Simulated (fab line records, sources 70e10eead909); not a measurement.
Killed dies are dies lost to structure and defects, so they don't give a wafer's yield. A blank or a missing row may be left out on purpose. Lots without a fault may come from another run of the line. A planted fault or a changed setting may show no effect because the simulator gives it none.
Chamber matching | flow nand_harc | NHARC_A_WL_FILL_ALD_02 on ald_metal-02: 4 sister chambers
The step deposits TiN, target thk 2 nm, pulse time 3 s, ald cycles 100. 14 wafers are shown with their chamber, then 7 later ones without.

WAFERS WITH THEIR CHAMBER
wafer  | chamber | heater_power_w (W) | precursor_pulse_height_rel
L681.1 | 1       | 1179               | 0.983
L681.3 | 2       | 1247               | 0.974
L681.4 | 0       | 1096               | 0.983
L684.2 | 2       | 1233               | 1.034
L684.5 | 3       | 1116               | 1.005
L684.6 | 0       | 1089               | 1.002
L692.1 | 2       | 1269               | 0.984
L692.5 | 3       | 1061               | 0.992
L692.6 | 0       | 1114               | 0.975
L697.2 | 1       | 1114               | 0.993
L697.3 | 2       | 1269               | 1.026
L697.4 | 0       | 1096               | 0.969
L693.1 | 0       | 1125               | 1.012
L693.4 | 2       | 1253               | 1.016

SIGNATURES (means of the wafers above)
reading                    | chamber 0 | chamber 1 | chamber 2 | chamber 3 | scatter within a chamber
heater_power_w             | 1104.00   | 1146.50   | 1254.20   | 1088.50   | 23.4
precursor_pulse_height_rel | 0.98820   | 0.98800   | 1.00680   | 0.99850   | 0.0206
Rule: a wafer's distance from a chamber is the root of the sum, over the readings, of the square of ((its reading less the chamber's mean) divided by the reading's scatter). The wafer belongs to the nearest chamber; if the next one is less than 2 further off, it can't be placed. The scatter: the root of (the sum of the squares of (reading less its chamber's mean) over the shown wafers, divided by (wafers less chambers)).

WAFERS WITHOUT THEIR CHAMBER
wafer  | heater_power_w (W) | precursor_pulse_height_rel
L693.6 | 1110               | 0.975
L700.1 | 1119               | 1.009
L700.3 | 1264               | 1.035
L700.4 | 1138               | 1.007
L702.2 | 1095               | 0.981
L702.4 | 1238               | 1.005
L702.5 | 1071               | 0.999

WHICH CHAMBER EACH WENT THROUGH
wafer  | from the rows above          | in truth
L693.6 | can't be placed: 0 or 3 or 1 | 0
L700.1 | can't be placed: 0 or 3 or 1 | 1
L700.3 | 2                            | 2
L700.4 | can't be placed: 1 or 0 or 3 | 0
L702.2 | can't be placed: 0 or 3 or 1 | 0
L702.4 | 2                            | 2
L702.5 | can't be placed: 3 or 0      | 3
Placed correctly: 2 of 7. Can't be placed from these rows: 5 (the true chamber is among the candidates in 5). Placed wrongly: 0.
